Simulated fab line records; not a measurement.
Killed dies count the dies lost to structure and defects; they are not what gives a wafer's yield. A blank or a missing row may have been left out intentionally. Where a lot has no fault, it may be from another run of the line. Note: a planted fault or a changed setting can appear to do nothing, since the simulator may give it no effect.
fab line records / flow nand-harc / part 2 of 2: steps 14 to 23 of 23
record: lots: 5 wafers: 15 last-day: 32
route steps=1302 shown A_CHANNEL_HOLE_D2@588 A_CHANNEL_FILL_D2@610
lots with no fault: from the same line, run without faults
start-h: the number of hours between the record's first day and the start of the first shown wafer of the lot / wait-h: hours elapsed since this lot's preceding step / " identical to the entry in the row above / L1.1+2: a single row standing in for several wafers / - no value, or no start given / * or withheld: withheld / < > ~ a bound
route shown NAME@n: names a module that has steps shown in the file, with the first one's number in the route / usual: the fault-free wafers' mean and standard deviation / same: alike in all rows / chamber/n: place in a boat / sites: readings site by site / _std_site: the standard deviation of these / _edge_site: inner sites' mean taken away from outer sites' mean / radius-mm: how far each site lies from the wafer's centre / mask NAME#n: copy n / behind: the tool/chamber that last shaped the wafer / hold: cause of the lot's hold/its duration in hours/its outcome / device: the n, p or np transistor that did not switch / end of line: the tests these same wafers got at the end of their route / a step with no rows: only its recipe / killed: count of dies lost to structure and defects at first sort (not the wafer's yield) / map: the dies of a wafer, with x for killed, . for not killed, _ for no die there
set.NAME: the setting the step ran with; set.NAME@STEP: the setting that earlier step ran with / model.NAME: the simulator's own value behind a step, which no gauge read
lots at some steps of the route; a table a step, a row a wafer
services: from which hour (start-h, from the record's first day; less than 0 if before it) a tool's chamber was out of use, for how many hours, and why
== steps ==
step: NHARC_A_CHANNEL_HOLE_D2_STRIP_42
recipe: cf4-flow-sccm: 100 chf3-flow-sccm: 30 ar-flow-sccm: 0 bias-w: 0 chemistry: CF4/CHF3
lot.wafer=L077.3+1+6 tool=rie-diel-10 chamber=1,2,0 start-h=323.80 wait-h=0.1
lot.wafer=L076.4+1+5 tool=rie-diel-12 chamber=3,1,0 start-h=326.99 wait-h=0.1
lot.wafer=L088.4+3+5 tool=rie-diel-12 chamber=3,1,3 start-h=442.58 wait-h=0.1
lot.wafer=L091.2+5+6 tool=rie-diel-12 chamber=3,0,1 start-h=474.63 wait-h=0.1
lot.wafer=L094.1+2+5 tool=rie-diel-06 chamber=3,1,1 start-h=504.62 wait-h=0.1
step: NHARC_A_CHANNEL_HOLE_D2_STRIP_43
recipe: o2-flow-sccm: 400 cos-flow-sccm: 20 ar-flow-sccm: 0 bias-w: 0 chemistry: O2/COS
lot.wafer=L077.3+1+6 tool=rie-diel-10 chamber=1,2,0 start-h=323.86 wait-h=0.1
lot.wafer=L076.1+4+5 tool=rie-diel-12 chamber=1,2,0 start-h=327.06 wait-h=0.1
lot.wafer=L088.3+4+5 tool=rie-diel-12 chamber=3,0,2 start-h=442.64 wait-h=0.1
lot.wafer=L091.2+6+5 tool=rie-diel-12 chamber=1,1,2 start-h=474.68 wait-h=0.0
lot.wafer=L094.1+2+5 tool=rie-diel-06 chamber=1,3,0 start-h=504.69 wait-h=0.1
step: NHARC_A_CHANNEL_HOLE_D2_ETCH_44
recipe: target-depth-a: 1400 overetch-a: 140 time-s: 77 ion-energy-ev: 100 cf4-flow-sccm: 80 o2-flow-sccm: 20 ar-flow-sccm: 0 rf-w: 300 bias-w: 100 chemistry: CF4/O2
usual: drypump-motor-current-A: 5.8/0.35 o2-flow-sccm: 20.00/0.059 oes-product-au: 1.001/0.0072 rf-vpp-V: 198.3/1.7 showerhead-plenum-p-Torr: 1.36/0.068 throttle-valve-pct: 13.397/0.0093
lot.wafer=L077.1 tool=rie-diel-10 chamber=3 start-h=323.92 wait-h=0.1 drypump-motor-current-A=5.5 o2-flow-sccm=19.96 oes-product-au=0.986 rf-hours-counter-h=5 rf-vpp-V=195.5 showerhead-plenum-p-Torr=1.28 throttle-valve-pct=13.402
lot.wafer=L077.3 tool=rie-diel-10 chamber=1 start-h=323.92 wait-h=0.1 drypump-motor-current-A=5.3 o2-flow-sccm=19.99 oes-product-au=0.989 rf-hours-counter-h=5 rf-vpp-V=197.9 showerhead-plenum-p-Torr=1.33 throttle-valve-pct=13.391
lot.wafer=L077.6 tool=rie-diel-10 chamber=3 start-h=323.92 wait-h=0.1 drypump-motor-current-A=5.5 o2-flow-sccm=20.03 oes-product-au=0.983 rf-hours-counter-h=- rf-vpp-V=197.4 showerhead-plenum-p-Torr=1.28 throttle-valve-pct=13.396
lot.wafer=L076.4 tool=rie-diel-12 chamber=2 start-h=327.11 wait-h=0.0 drypump-motor-current-A=6.2 o2-flow-sccm=20.00 oes-product-au=0.996 rf-hours-counter-h=4 rf-vpp-V=198.7 showerhead-plenum-p-Torr=1.38 throttle-valve-pct=13.401
lot.wafer=L076.1 tool=rie-diel-12 chamber=0 start-h=327.11 wait-h=0.0 drypump-motor-current-A=6.0 o2-flow-sccm=19.90 oes-product-au=1.016 rf-hours-counter-h=3 rf-vpp-V=199.9 showerhead-plenum-p-Torr=1.43 throttle-valve-pct=13.389
lot.wafer=L076.5 tool=rie-diel-12 chamber=3 start-h=327.11 wait-h=0.0 drypump-motor-current-A=6.0 o2-flow-sccm=20.00 oes-product-au=1.010 rf-hours-counter-h=- rf-vpp-V=197.3 showerhead-plenum-p-Torr=1.24 throttle-valve-pct=13.393
lot.wafer=L088.4 tool=rie-diel-12 chamber=0 start-h=442.71 wait-h=0.1 drypump-motor-current-A=6.0 o2-flow-sccm=20.05 oes-product-au=1.004 rf-hours-counter-h=10 rf-vpp-V=200.5 showerhead-plenum-p-Torr=1.43 throttle-valve-pct=13.410
lot.wafer=L088.3 tool=rie-diel-12 chamber=2 start-h=442.71 wait-h=0.1 drypump-motor-current-A=6.2 o2-flow-sccm=20.02 oes-product-au=1.004 rf-hours-counter-h=11 rf-vpp-V=199.9 showerhead-plenum-p-Torr=1.38 throttle-valve-pct=13.407
lot.wafer=L088.5 tool=rie-diel-12 chamber=0 start-h=442.71 wait-h=0.1 drypump-motor-current-A=6.0 o2-flow-sccm=20.04 oes-product-au=0.997 rf-hours-counter-h=- rf-vpp-V=199.5 showerhead-plenum-p-Torr=1.43 throttle-valve-pct=13.420
lot.wafer=L091.2 tool=rie-diel-12 chamber=3 start-h=474.74 wait-h=0.1 drypump-motor-current-A=6.1 o2-flow-sccm=19.90 oes-product-au=0.998 rf-hours-counter-h=0 rf-vpp-V=196.8 showerhead-plenum-p-Torr=1.24 throttle-valve-pct=13.400
lot.wafer=L091.5 tool=rie-diel-12 chamber=3 start-h=474.74 wait-h=0.1 drypump-motor-current-A=6.0 o2-flow-sccm=19.93 oes-product-au=1.005 rf-hours-counter-h=- rf-vpp-V=197.0 showerhead-plenum-p-Torr=1.24 throttle-valve-pct=13.401
lot.wafer=L091.6 tool=rie-diel-12 chamber=0 start-h=474.74 wait-h=0.1 drypump-motor-current-A=6.0 o2-flow-sccm=20.02 oes-product-au=0.994 rf-hours-counter-h=- rf-vpp-V=199.6 showerhead-plenum-p-Torr=1.43 throttle-valve-pct=13.392
lot.wafer=L094.1 tool=rie-diel-06 chamber=1 start-h=504.76 wait-h=0.1 drypump-motor-current-A=5.2 o2-flow-sccm=19.95 oes-product-au=1.001 rf-hours-counter-h=0 rf-vpp-V=198.6 showerhead-plenum-p-Torr=1.43 throttle-valve-pct=13.390
lot.wafer=L094.2 tool=rie-diel-06 chamber=0 start-h=504.76 wait-h=0.1 drypump-motor-current-A=5.4 o2-flow-sccm=19.97 oes-product-au=1.002 rf-hours-counter-h=0 rf-vpp-V=199.4 showerhead-plenum-p-Torr=1.40 throttle-valve-pct=13.398
lot.wafer=L094.5 tool=rie-diel-06 chamber=1 start-h=504.76 wait-h=0.1 drypump-motor-current-A=5.2 o2-flow-sccm=20.00 oes-product-au=1.002 rf-hours-counter-h=- rf-vpp-V=200.6 showerhead-plenum-p-Torr=1.43 throttle-valve-pct=13.396
step: NHARC_A_CHANNEL_HOLE_D2_STRIP_28
recipe: o2-flow-sccm: 500 ar-flow-sccm: 0 bias-w: 0 chemistry: O2
usual: drypump-motor-current-A: 5.8/0.34 o2-flow-sccm: 499.9/1.5 oes-product-au: 1.000/0.0064 rf-vpp-V: 57.9/0.8 showerhead-plenum-p-Torr: 3.58/0.17 throttle-valve-pct: 17.037/0.0093
lot.wafer=L077.1 tool=rie-diel-10 chamber=1 start-h=- wait-h=- drypump-motor-current-A=5.3 o2-flow-sccm=501.1 oes-product-au=1.002 rf-hours-counter-h=5 rf-vpp-V=57.7 showerhead-plenum-p-Torr=3.51 throttle-valve-pct=17.033
lot.wafer=L077.3 tool=rie-diel-10 chamber=3 start-h=- wait-h=- drypump-motor-current-A=5.5 o2-flow-sccm=501.1 oes-product-au=0.986 rf-hours-counter-h=5 rf-vpp-V=56.9 showerhead-plenum-p-Torr=3.39 throttle-valve-pct=17.026
lot.wafer=L077.6 tool=rie-diel-10 chamber=0 start-h=- wait-h=- drypump-motor-current-A=5.4 o2-flow-sccm=500.2 oes-product-au=1.005 rf-hours-counter-h=- rf-vpp-V=57.7 showerhead-plenum-p-Torr=3.61 throttle-valve-pct=17.041
lot.wafer=L076.4 tool=rie-diel-12 chamber=3 start-h=- wait-h=- drypump-motor-current-A=6.1 o2-flow-sccm=500.7 oes-product-au=1.002 rf-hours-counter-h=3 rf-vpp-V=55.8 showerhead-plenum-p-Torr=3.30 throttle-valve-pct=17.030
lot.wafer=L076.1 tool=rie-diel-12 chamber=0 start-h=- wait-h=- drypump-motor-current-A=6.0 o2-flow-sccm=500.5 oes-product-au=1.004 rf-hours-counter-h=3 rf-vpp-V=58.7 showerhead-plenum-p-Torr=3.77 throttle-valve-pct=17.045
lot.wafer=L076.5 tool=rie-diel-12 chamber=3 start-h=- wait-h=- drypump-motor-current-A=6.1 o2-flow-sccm=499.7 oes-product-au=0.992 rf-hours-counter-h=- rf-vpp-V=57.7 showerhead-plenum-p-Torr=3.30 throttle-valve-pct=17.036
lot.wafer=L088.3 tool=rie-diel-12 chamber=3 start-h=- wait-h=- drypump-motor-current-A=6.1 o2-flow-sccm=500.7 oes-product-au=1.004 rf-hours-counter-h=10 rf-vpp-V=59.1 showerhead-plenum-p-Torr=3.30 throttle-valve-pct=17.029
lot.wafer=L088.4 tool=rie-diel-12 chamber=2 start-h=- wait-h=- drypump-motor-current-A=6.2 o2-flow-sccm=500.3 oes-product-au=1.003 rf-hours-counter-h=11 rf-vpp-V=58.2 showerhead-plenum-p-Torr=3.64 throttle-valve-pct=17.036
lot.wafer=L088.5 tool=rie-diel-12 chamber=3 start-h=- wait-h=- drypump-motor-current-A=6.1 o2-flow-sccm=503.0 oes-product-au=1.010 rf-hours-counter-h=- rf-vpp-V=57.0 showerhead-plenum-p-Torr=3.29 throttle-valve-pct=17.036
lot.wafer=L091.2 tool=rie-diel-12 chamber=2 start-h=- wait-h=- drypump-motor-current-A=6.2 o2-flow-sccm=500.6 oes-product-au=1.003 rf-hours-counter-h=0 rf-vpp-V=58.4 showerhead-plenum-p-Torr=3.64 throttle-valve-pct=17.036
lot.wafer=L091.6 tool=rie-diel-12 chamber=3 start-h=- wait-h=- drypump-motor-current-A=6.1 o2-flow-sccm=500.4 oes-product-au=1.002 rf-hours-counter-h=- rf-vpp-V=57.5 showerhead-plenum-p-Torr=3.29 throttle-valve-pct=17.029
lot.wafer=L091.5 tool=rie-diel-12 chamber=0 start-h=- wait-h=- drypump-motor-current-A=6.0 o2-flow-sccm=500.4 oes-product-au=0.999 rf-hours-counter-h=- rf-vpp-V=58.5 showerhead-plenum-p-Torr=3.77 throttle-valve-pct=17.024
lot.wafer=L094.1 tool=rie-diel-06 chamber=3 start-h=- wait-h=- drypump-motor-current-A=6.0 o2-flow-sccm=500.3 oes-product-au=0.995 rf-hours-counter-h=0 rf-vpp-V=58.2 showerhead-plenum-p-Torr=3.78 throttle-valve-pct=17.034
lot.wafer=L094.2 tool=rie-diel-06 chamber=0 start-h=- wait-h=- drypump-motor-current-A=5.4 o2-flow-sccm=501.5 oes-product-au=0.997 rf-hours-counter-h=0 rf-vpp-V=58.6 showerhead-plenum-p-Torr=3.70 throttle-valve-pct=17.040
lot.wafer=L094.5 tool=rie-diel-06 chamber=1 start-h=- wait-h=- drypump-motor-current-A=5.3 o2-flow-sccm=497.3 oes-product-au=1.005 rf-hours-counter-h=- rf-vpp-V=57.8 showerhead-plenum-p-Torr=3.76 throttle-valve-pct=17.050
step: NHARC_A_CHANNEL_HOLE_D2_PRECLEAN_29
recipe: time-s: * temp-c: 50 bath-age-min: 0 chemistry: SC1
usual: bath-guard-temp-C: 50.2/0.58
lot.wafer=L077.3 tool=wet-bench-02 chamber=5 start-h=324.58 wait-h=- bath-guard-temp-C=49.9
lot.wafer=L077.6 tool=wet-bench-02 chamber=6 start-h=324.58 wait-h=- bath-guard-temp-C=49.1
lot.wafer=L077.1 tool=wet-bench-02 chamber=7 start-h=324.58 wait-h=- bath-guard-temp-C=50.5
lot.wafer=L076.4 tool=wet-bench-02 chamber=1 start-h=327.77 wait-h=- bath-guard-temp-C=50.2
lot.wafer=L076.1 tool=wet-bench-02 chamber=3 start-h=327.77 wait-h=- bath-guard-temp-C=50.8
lot.wafer=L076.5 tool=wet-bench-02 chamber=4 start-h=327.77 wait-h=- bath-guard-temp-C=50.7
lot.wafer=L088.3 tool=wet-bench-02 chamber=4 start-h=443.37 wait-h=- bath-guard-temp-C=50.6
lot.wafer=L088.5 tool=wet-bench-02 chamber=5 start-h=443.37 wait-h=- bath-guard-temp-C=50.5
lot.wafer=L088.4 tool=wet-bench-02 chamber=6 start-h=443.37 wait-h=- bath-guard-temp-C=49.7
lot.wafer=L091.5 tool=wet-bench-02 chamber=1 start-h=475.41 wait-h=- bath-guard-temp-C=50.8
lot.wafer=L091.2 tool=wet-bench-02 chamber=2 start-h=475.41 wait-h=- bath-guard-temp-C=49.3
lot.wafer=L091.6 tool=wet-bench-02 chamber=3 start-h=475.41 wait-h=- bath-guard-temp-C=50.8
lot.wafer=L094.2 tool=wet-bench-01 chamber=7 start-h=505.55 wait-h=- bath-guard-temp-C=50.4
lot.wafer=L094.1 tool=wet-bench-01 chamber=0 start-h=505.55 wait-h=- bath-guard-temp-C=49.8
lot.wafer=L094.5 tool=wet-bench-01 chamber=1 start-h=505.55 wait-h=- bath-guard-temp-C=49.9
step: NHARC_A_CHANNEL_HOLE_D2_SRD_30
lot.wafer=L077.3+6+1 tool=wet-bench-02 chamber=5,6,7 start-h=- wait-h=-
lot.wafer=L076.4+1+5 tool=wet-bench-02 chamber=1,3,4 start-h=- wait-h=-
lot.wafer=L088.3+5+4 tool=wet-bench-02 chamber=4,5,6 start-h=- wait-h=-
lot.wafer=L091.5+2+6 tool=wet-bench-02 chamber=1,2,3 start-h=- wait-h=-
lot.wafer=L094.2+1+5 tool=wet-bench-01 chamber=7,0,1 start-h=- wait-h=-
step: NHARC_A_CHANNEL_HOLE_D2_CD_MEAS_31
usual: cd-nm: 90.1/0.9
lot.wafer=L077.1 tool=cd-sem-02 chamber=- start-h=324.71 wait-h=- cd-nm=89.5
lot.wafer=L077.3 tool=cd-sem-02 chamber=- start-h=324.71 wait-h=- cd-nm=90.2
lot.wafer=L077.6 tool=cd-sem-02 chamber=- start-h=324.71 wait-h=- cd-nm=89.0
lot.wafer=L076.1 tool=cd-sem-02 chamber=- start-h=327.91 wait-h=- cd-nm=88.2
lot.wafer=L076.4 tool=cd-sem-02 chamber=- start-h=327.91 wait-h=- cd-nm=89.2
lot.wafer=L076.5 tool=cd-sem-02 chamber=- start-h=327.91 wait-h=- cd-nm=91.4
lot.wafer=L088.3 tool=cd-sem-03 chamber=- start-h=443.50 wait-h=- cd-nm=91.2
lot.wafer=L088.4 tool=cd-sem-03 chamber=- start-h=443.50 wait-h=- cd-nm=90.3
lot.wafer=L088.5 tool=cd-sem-03 chamber=- start-h=443.50 wait-h=- cd-nm=90.1
lot.wafer=L091.2 tool=cd-sem-01 chamber=- start-h=475.54 wait-h=- cd-nm=90.2
lot.wafer=L091.5 tool=cd-sem-01 chamber=- start-h=475.54 wait-h=- cd-nm=91.4
lot.wafer=L091.6 tool=cd-sem-01 chamber=- start-h=475.54 wait-h=- cd-nm=89.8
lot.wafer=L094.1 tool=cd-sem-03 chamber=- start-h=505.67 wait-h=- cd-nm=89.1
lot.wafer=L094.2 tool=cd-sem-03 chamber=- start-h=505.67 wait-h=- cd-nm=91.1
lot.wafer=L094.5 tool=cd-sem-03 chamber=- start-h=505.67 wait-h=- cd-nm=88.8
step: NHARC_A_CHANNEL_HOLE_D2_XSEM_32
recipe: landing-energy-ev: 35000
usual: bot-cd-nm: 74.5/1.1 bow-nm: 8.64/0.29 tilt-deg: 0.07/0.043
lot.wafer=L077.1 tool=xsem-01 chamber=0 start-h=324.80 wait-h=0.1 bot-cd-nm=72.5 bow-nm=9.12 tilt-deg=0.11
lot.wafer=L077.3 tool=xsem-01 chamber=0 start-h=324.80 wait-h=0.1 bot-cd-nm=73.8 bow-nm=9.14 tilt-deg=0.11
lot.wafer=L077.6 tool=xsem-01 chamber=0 start-h=324.80 wait-h=0.1 bot-cd-nm=72.2 bow-nm=9.17 tilt-deg=0.11
lot.wafer=L076.1 tool=xsem-02 chamber=0 start-h=328.00 wait-h=0.1 bot-cd-nm=73.3 bow-nm=8.58 tilt-deg=0.09
lot.wafer=L076.4 tool=xsem-02 chamber=0 start-h=328.00 wait-h=0.1 bot-cd-nm=74.8 bow-nm=8.59 tilt-deg=0.09
lot.wafer=L076.5 tool=xsem-02 chamber=0 start-h=328.00 wait-h=0.1 bot-cd-nm=77.5 bow-nm=8.62 tilt-deg=0.08
lot.wafer=L088.3 tool=xsem-02 chamber=0 start-h=443.59 wait-h=0.1 bot-cd-nm=76.1 bow-nm=9.04 tilt-deg=0.09
lot.wafer=L088.4 tool=xsem-02 chamber=0 start-h=443.59 wait-h=0.1 bot-cd-nm=74.0 bow-nm=9.04 tilt-deg=0.09
lot.wafer=L088.5 tool=xsem-02 chamber=0 start-h=443.59 wait-h=0.1 bot-cd-nm=73.3 bow-nm=8.97 tilt-deg=0.09
lot.wafer=L091.2 tool=xsem-01 chamber=0 start-h=475.62 wait-h=0.1 bot-cd-nm=75.0 bow-nm=8.49 tilt-deg=0.07
lot.wafer=L091.5 tool=xsem-01 chamber=0 start-h=475.62 wait-h=0.1 bot-cd-nm=75.7 bow-nm=8.55 tilt-deg=0.07
lot.wafer=L091.6 tool=xsem-01 chamber=0 start-h=475.62 wait-h=0.1 bot-cd-nm=73.8 bow-nm=8.52 tilt-deg=0.07
lot.wafer=L094.1 tool=xsem-01 chamber=0 start-h=505.76 wait-h=0.1 bot-cd-nm=73.2 bow-nm=8.82 tilt-deg=0.03
lot.wafer=L094.2 tool=xsem-01 chamber=0 start-h=505.76 wait-h=0.1 bot-cd-nm=75.5 bow-nm=8.87 tilt-deg=0.03
lot.wafer=L094.5 tool=xsem-01 chamber=0 start-h=505.76 wait-h=0.1 bot-cd-nm=73.4 bow-nm=8.89 tilt-deg=0.03
step: NHARC_A_CHANNEL_HOLE_D2_INSPECT_40
usual: raw-defect-count: 269/69
lot.wafer=L077.1 tool=defect-inspect-01 chamber=- start-h=324.89 wait-h=- raw-defect-count=354
lot.wafer=L077.3 tool=defect-inspect-01 chamber=- start-h=324.89 wait-h=- raw-defect-count=347
lot.wafer=L077.6 tool=defect-inspect-01 chamber=- start-h=324.89 wait-h=- raw-defect-count=495
lot.wafer=L076.1 tool=defect-inspect-02 chamber=- start-h=328.10 wait-h=- raw-defect-count=241
lot.wafer=L076.4 tool=defect-inspect-02 chamber=- start-h=328.10 wait-h=- raw-defect-count=271
lot.wafer=L076.5 tool=defect-inspect-02 chamber=- start-h=328.10 wait-h=- raw-defect-count=236
lot.wafer=L088.3 tool=defect-inspect-02 chamber=- start-h=443.69 wait-h=- raw-defect-count=333
lot.wafer=L088.4 tool=defect-inspect-02 chamber=- start-h=443.69 wait-h=- raw-defect-count=179
lot.wafer=L088.5 tool=defect-inspect-02 chamber=- start-h=443.69 wait-h=- raw-defect-count=261
lot.wafer=L091.2 tool=defect-inspect-02 chamber=- start-h=475.72 wait-h=- raw-defect-count=341
lot.wafer=L091.5 tool=defect-inspect-02 chamber=- start-h=475.72 wait-h=- raw-defect-count=288
lot.wafer=L091.6 tool=defect-inspect-02 chamber=- start-h=475.72 wait-h=- raw-defect-count=224
lot.wafer=L094.1 tool=defect-inspect-01 chamber=- start-h=505.86 wait-h=- raw-defect-count=347
lot.wafer=L094.2 tool=defect-inspect-01 chamber=- start-h=505.86 wait-h=- raw-defect-count=241
lot.wafer=L094.5 tool=defect-inspect-01 chamber=- start-h=505.86 wait-h=- raw-defect-count=367
step: NHARC_A_CHANNEL_FILL_D2_PRECLEAN_00
recipe: time-s: * temp-c: 50 bath-age-min: 0 chemistry: SC1
usual: bath-guard-temp-C: 50.0/0.69
lot.wafer=L077.1 tool=wet-bench-09 chamber=7 start-h=324.95 wait-h=0.1 bath-guard-temp-C=49.2
lot.wafer=L077.6 tool=wet-bench-09 chamber=0 start-h=324.95 wait-h=0.1 bath-guard-temp-C=50.5
lot.wafer=L077.3 tool=wet-bench-09 chamber=2 start-h=324.95 wait-h=0.1 bath-guard-temp-C=51.3
lot.wafer=L076.1 tool=wet-bench-07 chamber=4 start-h=328.16 wait-h=0.1 bath-guard-temp-C=50.4
lot.wafer=L076.4 tool=wet-bench-07 chamber=5 start-h=328.16 wait-h=0.1 bath-guard-temp-C=49.7
lot.wafer=L076.5 tool=wet-bench-07 chamber=0 start-h=328.16 wait-h=0.1 bath-guard-temp-C=50.0
lot.wafer=L088.3 tool=wet-bench-09 chamber=1 start-h=443.74 wait-h=0.0 bath-guard-temp-C=48.9
lot.wafer=L088.5 tool=wet-bench-09 chamber=2 start-h=443.74 wait-h=0.0 bath-guard-temp-C=50.8
lot.wafer=L088.4 tool=wet-bench-09 chamber=5 start-h=443.74 wait-h=0.0 bath-guard-temp-C=49.5
lot.wafer=L091.5 tool=wet-bench-03 chamber=4 start-h=475.77 wait-h=0.0 bath-guard-temp-C=50.1
lot.wafer=L091.2 tool=wet-bench-03 chamber=6 start-h=475.77 wait-h=0.0 bath-guard-temp-C=49.6
lot.wafer=L091.6 tool=wet-bench-03 chamber=1 start-h=475.77 wait-h=0.0 bath-guard-temp-C=51.3
lot.wafer=L094.1 tool=wet-bench-07 chamber=6 start-h=505.92 wait-h=0.1 bath-guard-temp-C=49.5
lot.wafer=L094.5 tool=wet-bench-07 chamber=0 start-h=505.92 wait-h=0.1 bath-guard-temp-C=50.2
lot.wafer=L094.2 tool=wet-bench-07 chamber=1 start-h=505.92 wait-h=0.1 bath-guard-temp-C=50.1
== services ==
tool=rie-diel-12 chamber=0 start-h=301.90 hours=- kind=clean
tool=rie-diel-12 chamber=1 start-h=301.90 hours=- kind=clean
tool=rie-diel-12 chamber=2 start-h=301.90 hours=- kind=clean
tool=rie-diel-12 chamber=3 start-h=301.90 hours=- kind=clean
tool=rie-diel-06 chamber=- start-h=307.30 hours=9.0 kind=pm
tool=rie-diel-10 chamber=- start-h=327.78 hours=0.4 kind=repair
tool=rie-diel-06 chamber=3 start-h=331.37 hours=10.3 kind=repair
tool=wet-bench-07 chamber=- start-h=336.01 hours=8.0 kind=pm
tool=rie-diel-12 chamber=2 start-h=342.61 hours=12.9 kind=repair
tool=wet-bench-09 chamber=- start-h=352.80 hours=8.0 kind=pm
tool=rie-diel-06 chamber=3 start-h=357.04 hours=3.2 kind=repair
tool=xsem-01 chamber=- start-h=374.00 hours=14.0 kind=pm
tool=har-etch-02 chamber=- start-h=377.43 hours=17.0 kind=pm
tool=wet-bench-03 chamber=- start-h=386.40 hours=8.0 kind=pm
tool=rie-diel-12 chamber=1 start-h=386.90 hours=7.4 kind=repair
tool=rie-diel-10 chamber=- start-h=419.67 hours=9.0 kind=pm
tool=wet-bench-02 chamber=- start-h=420.04 hours=8.0 kind=pm
tool=wet-bench-07 chamber=- start-h=426.62 hours=4.9 kind=repair
tool=rie-diel-12 chamber=- start-h=445.40 hours=9.0 kind=pm
tool=wet-bench-01 chamber=- start-h=453.60 hours=8.0 kind=pm
tool=wet-bench-01 chamber=- start-h=468.91 hours=3.0 kind=repair
tool=wet-bench-03 chamber=- start-h=476.24 hours=2.0 kind=repair
tool=rie-diel-06 chamber=- start-h=484.30 hours=9.0 kind=pm
tool=rie-diel-06 chamber=2 start-h=504.07 hours=1.2 kind=repair
